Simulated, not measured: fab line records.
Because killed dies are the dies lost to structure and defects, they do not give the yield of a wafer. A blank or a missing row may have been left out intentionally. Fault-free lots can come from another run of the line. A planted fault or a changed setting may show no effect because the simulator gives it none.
Chamber matching | flow n5Finfet | N5_GATE_CUT_HM_DEP_46 on pecvd-02 has 3 sister chambers
The step deposits SiO2 from TEOS/O2, target thk 130 nm, time 26.6 s. 6 wafers are shown with their chamber, then 10 later ones without.

## EACH WAFER AND ITS CHAMBER
wafer  | chamber | throttleValvePct (%) | showerheadPlenumPTorr (Torr)
L080.4 | 1       | 20.0                 | 8.40
L087.6 | 1       | 20.2                 | 8.39
L089.2 | 2       | 18.0                 | 8.37
L089.3 | 2       | 17.7                 | 8.38
L089.4 | 0       | 19.6                 | 8.30
L089.5 | 0       | 19.6                 | 8.30

## WAFERS WHOSE CHAMBER IS MISSING
wafer  | throttleValvePct (%) | showerheadPlenumPTorr (Torr)
L089.6 | 18.0                 | 8.36
L090.2 | 19.3                 | 8.28
L090.3 | 17.6                 | 8.37
L090.6 | 17.6                 | 8.37
L094.1 | 17.8                 | 8.39
L094.2 | 20.2                 | 8.41
L094.3 | 19.4                 | 8.31
L097.1 | 17.9                 | 8.38
L097.2 | 19.8                 | 8.28
L097.5 | 19.5                 | 8.30

## EACH ONE'S CHAMBER
wafer  | from the rows above | in truth
L089.6 | 2                   | 2
L090.2 | 0                   | 0
L090.3 | 2                   | 2
L090.6 | 2                   | 2
L094.1 | 2                   | 2
L094.2 | 1                   | 1
L094.3 | 0                   | 0
L097.1 | 2                   | 2
L097.2 | 0                   | 0
L097.5 | 0                   | 0
10 of 10 placed correctly. Not placeable from these rows: 0. Wrongly placed: 0.
How it was worked out, from the rows above alone: a wafer's distance from a chamber is the root of the sum, over the readings, of the square of ((its reading less the chamber's mean) divided by the reading's scatter). If the next closest chamber is less than 2 further off than the closest, the wafer can't be placed; otherwise it belongs to the closest. Each chamber's mean is taken over the wafers shown for it. The scatter: the root of (the sum of the squares of (reading less its chamber's mean) over the shown wafers, divided by (wafers less chambers)).
